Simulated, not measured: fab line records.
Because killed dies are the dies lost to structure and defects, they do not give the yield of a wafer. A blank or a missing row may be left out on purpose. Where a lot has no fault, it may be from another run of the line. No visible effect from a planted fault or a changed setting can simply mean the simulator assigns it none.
Which of the tools did it? || flow nandHarc || Sampling: 13 lots, 39 wafers, 5 of 1302 route steps

## WHAT THE GAUGES READ, wafer by wafer
NHARC_P_GATE_CD_MEAS_11: the cd target is 1640 nm.
{"lot": "L241", "measured": "day 4 14:46", "on": "cdSem-03", "cdNm (nm)": "1640.6 1638.2 1639.5"}
{"lot": "L242", "measured": "day 5 04:49", "on": "cdSem-02", "cdNm (nm)": "1641.4 1641.1 1641.4"}
{"lot": "L243", "measured": "day 5 13:14", "on": "cdSem-01", "cdNm (nm)": "1640.9 1639.5 1640.4"}
{"lot": "L244", "measured": "day 5 22:06", "on": "cdSem-03", "cdNm (nm)": "1637.3 1639.4 1639.9"}
{"lot": "L245", "measured": "day 6 11:05", "on": "cdSem-03", "cdNm (nm)": "1641.8 1640.2 1641.0"}
{"lot": "L256", "measured": "day 10 21:25", "on": "cdSem-03", "cdNm (nm)": "1643.7 1638.4 1638.3"}
{"lot": "L259", "measured": "day 12 03:43", "on": "cdSem-03", "cdNm (nm)": "1640.3 1638.9 1640.5"}
{"lot": "L261", "measured": "day 13 04:04", "on": "cdSem-03", "cdNm (nm)": "1641.9 1641.3 1640.3"}
{"lot": "L262", "measured": "day 13 09:02", "on": "cdSem-03", "cdNm (nm)": "1642.9 1640.1 1643.5"}
{"lot": "L263", "measured": "day 13 22:37", "on": "cdSem-01", "cdNm (nm)": "1640.1 1638.1 1641.1"}

NHARC_END_SORT_01.
{"lot": "L246", "measured": "day 27 21:58", "on": "prober-01", "killedAtArray": "90 64 76", "killedAtOther": "0 1 0", "killedAtPeriphery": "587 612 601", "killedDies": "677 677 677", "killedOpen": "5 2 2", "killedShort": "8 7 2"}
{"lot": "L247", "measured": "day 27 14:55", "on": "prober-02", "killedAtArray": "21 22 19", "killedAtOther": "1 0 0", "killedAtPeriphery": "655 655 658", "killedDies": "677 677 677", "killedOpen": "3 3 1", "killedShort": "4 1 3"}
{"lot": "L248", "measured": "day 28 05:46", "on": "prober-01", "killedAtArray": "41 72 50", "killedAtOther": "7 4 2", "killedAtPeriphery": "629 601 625", "killedDies": "677 677 677", "killedOpen": "2 6 3", "killedShort": "2 4 4"}

## WHICH TOOL RAN EACH LOT (tool, then ch and the chambers of the sampled wafers, then the start)
{"lot": "L241", "NHARC_P_ZERO_WELL_DESCUM_13": "rieDiel-12 ch 0,2,3, day 2 07:17", "NHARC_P_ZERO_WELL_IMPLANT_40": "implanter-02 ch 0, day 2 10:28", "NHARC_P_GATE_STRIP_75": "plasmaAsher-01 ch 0,1, day 8 01:27"}
{"lot": "L242", "NHARC_P_ZERO_WELL_DESCUM_13": "rieDiel-06 ch 1,2,3, day 2 17:23", "NHARC_P_ZERO_WELL_IMPLANT_40": "implanter-01 ch 0, day 2 20:26", "NHARC_P_GATE_STRIP_75": "plasmaAsher-02 ch 0,1, day 6 11:08"}
{"lot": "L243", "NHARC_P_ZERO_WELL_DESCUM_13": "rieDiel-06 ch 1,2,3, day 3 03:17", "NHARC_P_ZERO_WELL_IMPLANT_40": "implanter-01 ch 0, day 3 06:24", "NHARC_P_GATE_STRIP_75": "plasmaAsher-02 ch 0,1, day 6 20:01"}
{"lot": "L244", "NHARC_P_ZERO_WELL_DESCUM_13": "rieDiel-06 ch 0,1,2, day 3 13:16", "NHARC_P_ZERO_WELL_IMPLANT_40": "implanter-02 ch 0, day 3 16:25", "NHARC_P_GATE_STRIP_75": "plasmaAsher-02 ch 0,1, day 7 02:58"}
{"lot": "L245", "NHARC_P_ZERO_WELL_DESCUM_13": "rieDiel-09 ch 0,3, day 3 23:17", "NHARC_P_ZERO_WELL_IMPLANT_40": "implanter-02 ch 0, day 4 02:32", "NHARC_P_GATE_STRIP_75": "plasmaAsher-02 ch 0,1, day 7 14:02"}
{"lot": "L246", "NHARC_P_ZERO_WELL_DESCUM_13": "rieDiel-12 ch 0,3, day 4 09:20", "NHARC_P_ZERO_WELL_IMPLANT_40": "implanter-02, day 4 12:30", "NHARC_P_GATE_STRIP_75": "-"}
{"lot": "L247", "NHARC_P_ZERO_WELL_DESCUM_13": "rieDiel-12 ch 0,3, day 4 19:23", "NHARC_P_ZERO_WELL_IMPLANT_40": "implanter-02, day 4 22:36", "NHARC_P_GATE_STRIP_75": "-"}
{"lot": "L248", "NHARC_P_ZERO_WELL_DESCUM_13": "rieDiel-06 ch 0,1,3, day 5 05:25", "NHARC_P_ZERO_WELL_IMPLANT_40": "implanter-01, day 5 08:32", "NHARC_P_GATE_STRIP_75": "-"}
{"lot": "L256", "NHARC_P_ZERO_WELL_DESCUM_13": "rieDiel-12 ch 0,1, day 8 13:18", "NHARC_P_ZERO_WELL_IMPLANT_40": "implanter-02 ch 0, day 8 16:27", "NHARC_P_GATE_STRIP_75": "plasmaAsher-01 ch 0,1, day 12 01:03"}
{"lot": "L259", "NHARC_P_ZERO_WELL_DESCUM_13": "rieDiel-06 ch 1,2, day 9 19:23", "NHARC_P_ZERO_WELL_IMPLANT_40": "implanter-01 ch 0, day 9 22:37", "NHARC_P_GATE_STRIP_75": "plasmaAsher-02 ch 0,1, day 13 08:40"}
{"lot": "L261", "NHARC_P_ZERO_WELL_DESCUM_13": "rieDiel-06 ch 1,2,3, day 10 15:17", "NHARC_P_ZERO_WELL_IMPLANT_40": "implanter-02 ch 0, day 10 20:53", "NHARC_P_GATE_STRIP_75": "plasmaAsher-02 ch 0,1, day 14 08:59"}
{"lot": "L262", "NHARC_P_ZERO_WELL_DESCUM_13": "rieDiel-06 ch 0,1,2, day 11 01:24", "NHARC_P_ZERO_WELL_IMPLANT_40": "implanter-01 ch 0, day 11 04:50", "NHARC_P_GATE_STRIP_75": "plasmaAsher-02 ch 0,1, day 14 15:47"}
{"lot": "L263", "NHARC_P_ZERO_WELL_DESCUM_13": "rieDiel-09 ch 1,3, day 11 11:25", "NHARC_P_ZERO_WELL_IMPLANT_40": "implanter-01 ch 0, day 11 14:25", "NHARC_P_GATE_STRIP_75": "plasmaAsher-01 ch 0,1, day 15 01:36"}
- NHARC_P_ZERO_WELL_DESCUM_13: chemistry O2, time 3 s.
- NHARC_P_ZERO_WELL_IMPLANT_40
- NHARC_P_GATE_STRIP_75: strips in O2.

## AS READ BY THE TOOLS THEMSELVES (means over the sampled wafers that have a number; for cases with no such wafer, the mark the record gives instead)
NHARC_P_ZERO_WELL_DESCUM_13.
{"lot": "L241", "tool": "rieDiel-12", "drypumpMotorCurrentA (A)": 5.9, "oesProductAu (a.u.)": 0.999, "rfVppV (V)": 57.3, "showerheadPlenumPTorr (Torr)": 1.88, "throttleValvePct (%)": 11.310}
{"lot": "L242", "tool": "rieDiel-06", "drypumpMotorCurrentA (A)": 5.2, "oesProductAu (a.u.)": 0.991, "rfVppV (V)": 57.1, "showerheadPlenumPTorr (Torr)": 1.83, "throttleValvePct (%)": 11.312}
{"lot": "L243", "tool": "rieDiel-06", "drypumpMotorCurrentA (A)": 5.2, "oesProductAu (a.u.)": 0.999, "rfVppV (V)": 56.9, "showerheadPlenumPTorr (Torr)": 1.83, "throttleValvePct (%)": 11.313}
{"lot": "L244", "tool": "rieDiel-06", "drypumpMotorCurrentA (A)": 5.2, "oesProductAu (a.u.)": 1.005, "rfVppV (V)": 58.1, "showerheadPlenumPTorr (Torr)": 1.84, "throttleValvePct (%)": 11.313}
{"lot": "L245", "tool": "rieDiel-09", "drypumpMotorCurrentA (A)": 6.1, "oesProductAu (a.u.)": 1.000, "rfVppV (V)": 57.5, "showerheadPlenumPTorr (Torr)": 1.77, "throttleValvePct (%)": 11.307}
{"lot": "L246", "tool": "rieDiel-12", "drypumpMotorCurrentA (A)": 6.2, "oesProductAu (a.u.)": 1.013, "rfVppV (V)": 56.7, "showerheadPlenumPTorr (Torr)": 1.93, "throttleValvePct (%)": 11.316}
{"lot": "L247", "tool": "rieDiel-12", "drypumpMotorCurrentA (A)": 6.2, "oesProductAu (a.u.)": 1.009, "rfVppV (V)": 58.0, "showerheadPlenumPTorr (Torr)": 1.92, "throttleValvePct (%)": 11.317}
{"lot": "L248", "tool": "rieDiel-06", "drypumpMotorCurrentA (A)": 5.4, "oesProductAu (a.u.)": 0.994, "rfVppV (V)": 57.2, "showerheadPlenumPTorr (Torr)": 1.81, "throttleValvePct (%)": 11.313}
{"lot": "L256", "tool": "rieDiel-12", "drypumpMotorCurrentA (A)": 6.4, "oesProductAu (a.u.)": 1.003, "rfVppV (V)": 57.7, "showerheadPlenumPTorr (Torr)": 1.93, "throttleValvePct (%)": 11.310}
{"lot": "L259", "tool": "rieDiel-06", "drypumpMotorCurrentA (A)": 5.1, "oesProductAu (a.u.)": 1.009, "rfVppV (V)": 58.6, "showerheadPlenumPTorr (Torr)": 2.01, "throttleValvePct (%)": 11.311}
{"lot": "L261", "tool": "rieDiel-06", "drypumpMotorCurrentA (A)": 5.2, "oesProductAu (a.u.)": 1.003, "rfVppV (V)": 57.4, "showerheadPlenumPTorr (Torr)": 1.92, "throttleValvePct (%)": 11.316}
{"lot": "L262", "tool": "rieDiel-06", "drypumpMotorCurrentA (A)": 5.2, "oesProductAu (a.u.)": 1.004, "rfVppV (V)": 57.4, "showerheadPlenumPTorr (Torr)": 1.93, "throttleValvePct (%)": 11.301}
{"lot": "L263", "tool": "rieDiel-09", "drypumpMotorCurrentA (A)": 6.3, "oesProductAu (a.u.)": 0.995, "rfVppV (V)": 58.2, "showerheadPlenumPTorr (Torr)": 2.06, "throttleValvePct (%)": 11.298}

NHARC_P_ZERO_WELL_IMPLANT_40.
{"lot": "L241", "tool": "implanter-02", "beamEnergyKeV": 300.02, "beamOnS (s)": 9.80}
{"lot": "L242", "tool": "implanter-01", "beamEnergyKeV": 300.03, "beamOnS (s)": 10.18}
{"lot": "L243", "tool": "implanter-01", "beamEnergyKeV": 300.04, "beamOnS (s)": 9.84}
{"lot": "L244", "tool": "implanter-02", "beamEnergyKeV": 299.97, "beamOnS (s)": 10.15}
{"lot": "L245", "tool": "implanter-02", "beamEnergyKeV": 300.01, "beamOnS (s)": 10.05}
{"lot": "L246", "tool": "implanter-02", "beamEnergyKeV": "-", "beamOnS (s)": "-"}
{"lot": "L247", "tool": "implanter-02", "beamEnergyKeV": "-", "beamOnS (s)": "-"}
{"lot": "L248", "tool": "implanter-01", "beamEnergyKeV": "-", "beamOnS (s)": "-"}
{"lot": "L256", "tool": "implanter-02", "beamEnergyKeV": 299.99, "beamOnS (s)": 10.02}
{"lot": "L259", "tool": "implanter-01", "beamEnergyKeV": 300.13, "beamOnS (s)": 9.96}
{"lot": "L261", "tool": "implanter-02", "beamEnergyKeV": 300.02, "beamOnS (s)": 9.81}
{"lot": "L262", "tool": "implanter-01", "beamEnergyKeV": 299.99, "beamOnS (s)": 9.84}
{"lot": "L263", "tool": "implanter-01", "beamEnergyKeV": 299.90, "beamOnS (s)": 10.00}

NHARC_P_GATE_STRIP_75.
{"lot": "L241", "tool": "plasmaAsher-01", "drypumpMotorCurrentA (A)": 5.9, "heaterPowerW (W)": 332}
{"lot": "L242", "tool": "plasmaAsher-02", "drypumpMotorCurrentA (A)": 5.7, "heaterPowerW (W)": 361}
{"lot": "L243", "tool": "plasmaAsher-02", "drypumpMotorCurrentA (A)": 5.7, "heaterPowerW (W)": 352}
{"lot": "L244", "tool": "plasmaAsher-02", "drypumpMotorCurrentA (A)": 5.4, "heaterPowerW (W)": 353}
{"lot": "L245", "tool": "plasmaAsher-02", "drypumpMotorCurrentA (A)": 5.7, "heaterPowerW (W)": 346}
{"lot": "L256", "tool": "plasmaAsher-01", "drypumpMotorCurrentA (A)": 5.9, "heaterPowerW (W)": 325}
{"lot": "L259", "tool": "plasmaAsher-02", "drypumpMotorCurrentA (A)": 5.4, "heaterPowerW (W)": 350}
{"lot": "L261", "tool": "plasmaAsher-02", "drypumpMotorCurrentA (A)": 5.4, "heaterPowerW (W)": 353}
{"lot": "L262", "tool": "plasmaAsher-02", "drypumpMotorCurrentA (A)": 5.4, "heaterPowerW (W)": 352}
{"lot": "L263", "tool": "plasmaAsher-01", "drypumpMotorCurrentA (A)": 5.9, "heaterPowerW (W)": 326}

## THE ANSWER, worked out from the rows above alone
Rule: the lots themselves supply what counts as usual. The widest of any qualifying gaps counts: lots, ordered by their means at a reading, are off when they make up no more than a third of the lots, leave a main group of 4 or more, and stand apart from it by 3 or more times the standard deviation of that group's means. A main group is skipped when, at the precision printed for the reading in the tables above, its means are all equal. A lot without any number at a reading at which 4 lots or more have one is off too. Any other lot the step has rows for is counted as sound. Order of review: gauges by route order, followed by the tools' own readings, for which a lot's mean as printed above is used. The first step at which some lot is off is used, and at that step the reading that is off furthest; a lot without a number counts as furthest.
Off: L246, L247, L248, at NHARC_P_ZERO_WELL_IMPLANT_40 (beamEnergyKeV). Without a number there: L246, L247, L248. Mean 300.01 and standard deviation 0.055 in the main group.
A tool fits if, at that step or a process step before it, it ran every lot that is off, and no sound lot after the first of them. Of those tried, none fits.

## WHAT THE SIMULATOR HAD INSERTED
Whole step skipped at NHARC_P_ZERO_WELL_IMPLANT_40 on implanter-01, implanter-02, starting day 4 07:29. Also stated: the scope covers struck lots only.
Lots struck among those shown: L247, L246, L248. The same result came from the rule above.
